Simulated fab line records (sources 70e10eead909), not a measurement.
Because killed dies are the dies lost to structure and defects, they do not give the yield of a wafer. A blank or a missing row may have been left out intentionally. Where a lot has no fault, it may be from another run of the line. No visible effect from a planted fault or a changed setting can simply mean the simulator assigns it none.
Which tool did it? + flow nand-harc + 36 wafers from 12 lots sampled at 5 of the route's 1302 steps

## WHAT EACH GAUGE READ, for each wafer
NHARC_P_M2_INSPECT_27.
| lot  | measured     | on                | raw-defect-count |
|------|--------------|-------------------|------------------|
| L075 | day 7 11:08  | defect-inspect-01 | 181 333 321      |
| L077 | day 7 19:11  | defect-inspect-01 | 386 443 223      |
| L079 | day 8 14:02  | defect-inspect-01 | 238 217 232      |
| L081 | day 9 16:15  | defect-inspect-02 | 397 255 528      |
| L083 | day 10 17:46 | defect-inspect-01 | 171 174 201      |
| L085 | day 11 02:55 | defect-inspect-02 | 299 411 649      |
| L087 | day 11 17:26 | defect-inspect-02 | 326 280 282      |
| L089 | day 12 18:25 | defect-inspect-02 | 208 233 178      |
| L091 | day 13 15:50 | defect-inspect-02 | 286 233 216      |
| L093 | day 14 17:20 | defect-inspect-01 | 345 254 172      |
| L096 | day 15 15:11 | defect-inspect-01 | 140 185 203      |
| L097 | day 16 01:52 | defect-inspect-01 | 365 490 209      |

## WHAT TOOL EACH LOT RAN ON (gives the tool, then ch and the chambers of the sampled wafers, and finally the start)
| lot  | NHARC_P_M0_PRE_CLEAN_29                 | NHARC_P_M0_DEP_32              | NHARC_P_M1_ETCH_28                            | NHARC_P_M2_PVD_20                       |
|------|-----------------------------------------|--------------------------------|-----------------------------------------------|-----------------------------------------|
| L075 | pvd-sputter-01, day 7 02:58 or earlier  | pecvd-04 ch 0,1, day 7 02:58   | rie-diel-03 ch 0,3, day 7 11:08 or earlier    | pvd-sputter-01, day 7 11:08 or earlier  |
| L077 | pvd-sputter-03, day 7 10:41 or earlier  | pecvd-04 ch 0,1,2, day 7 10:41 | rie-diel-07 ch 0,1,3, day 7 19:11 or earlier  | pvd-sputter-03, day 7 19:11 or earlier  |
| L079 | pvd-sputter-02, day 8 05:59 or earlier  | pecvd-04 ch 0,1,2, day 8 05:59 | rie-diel-07 ch 0,1, day 8 14:02 or earlier    | pvd-sputter-02, day 8 14:02 or earlier  |
| L081 | pvd-sputter-01, day 9 08:06 or earlier  | pecvd-01 ch 0,1,2, day 9 08:06 | rie-diel-06 ch 0,1,2, day 9 16:15 or earlier  | pvd-sputter-02, day 9 16:15 or earlier  |
| L083 | pvd-sputter-02, day 10 09:14 or earlier | pecvd-01 ch 0,2, day 10 09:14  | rie-diel-03 ch 0,3, day 10 17:46 or earlier   | pvd-sputter-02, day 10 17:46 or earlier |
| L085 | pvd-sputter-03, day 10 18:27 or earlier | pecvd-04 ch 0,1, day 10 18:27  | rie-diel-06 ch 0,1,2, day 11 02:55 or earlier | pvd-sputter-01, day 11 02:55 or earlier |
| L087 | pvd-sputter-03, day 11 09:13 or earlier | pecvd-02 ch 1,2, day 11 09:13  | rie-diel-07 ch 0,1,3, day 11 17:26 or earlier | pvd-sputter-03, day 11 17:26 or earlier |
| L089 | pvd-sputter-03, day 12 10:17 or earlier | pecvd-01 ch 0,2, day 12 10:17  | rie-diel-03 ch 0,2,3, day 12 18:25 or earlier | pvd-sputter-03, day 12 18:25 or earlier |
| L091 | pvd-sputter-01, day 13 07:47 or earlier | pecvd-02 ch 1,2, day 13 07:47  | rie-diel-06 ch 0,1,3, day 13 15:50 or earlier | pvd-sputter-03, day 13 15:50 or earlier |
| L093 | pvd-sputter-03, day 14 09:16 or earlier | pecvd-04 ch 0,1, day 14 09:16  | rie-diel-07 ch 0,2, day 14 17:20 or earlier   | pvd-sputter-01, day 14 17:20 or earlier |
| L096 | pvd-sputter-01, day 15 07:02 or earlier | pecvd-02 ch 0,2, day 15 07:02  | rie-diel-06 ch 1,3, day 15 15:11 or earlier   | pvd-sputter-01, day 15 15:11 or earlier |
| L097 | pvd-sputter-02, day 15 17:35 or earlier | pecvd-02 ch 0,2, day 15 17:35  | rie-diel-06 ch 1,3, day 16 01:52 or earlier   | pvd-sputter-03, day 16 01:52 or earlier |
- NHARC_P_M0_PRE_CLEAN_29: time 30 s.
- NHARC_P_M0_DEP_32: deposits SiCN, target thk 30 nm.
- NHARC_P_M1_ETCH_28: etches the open film in CF4/N2, target depth 30 nm, time 72.99 s.
- NHARC_P_M2_PVD_20: deposits TaN, target thk 5 nm, time 8.06 s.

## THE ANSWER, worked out from the rows above alone
Rule: the usual values come from the lots themselves. Put in order of their means at a reading, lots are off if they are a third of the lots or fewer, leave a main group of 4 or more, and stand apart from it by a gap of 3 or more times the standard deviation of the main group's means; of several such gaps the widest counts. The tables above print the reading to a certain number of digits; a main group whose means all agree to those digits is not used. A lot without any number at a reading at which 4 lots or more have one is off too. All remaining lots with rows at the step are treated as sound.
Across all readings shown, no lot is off: no conclusion can be drawn from this.

## WHAT WAS PUT IN BY THE SIMULATOR
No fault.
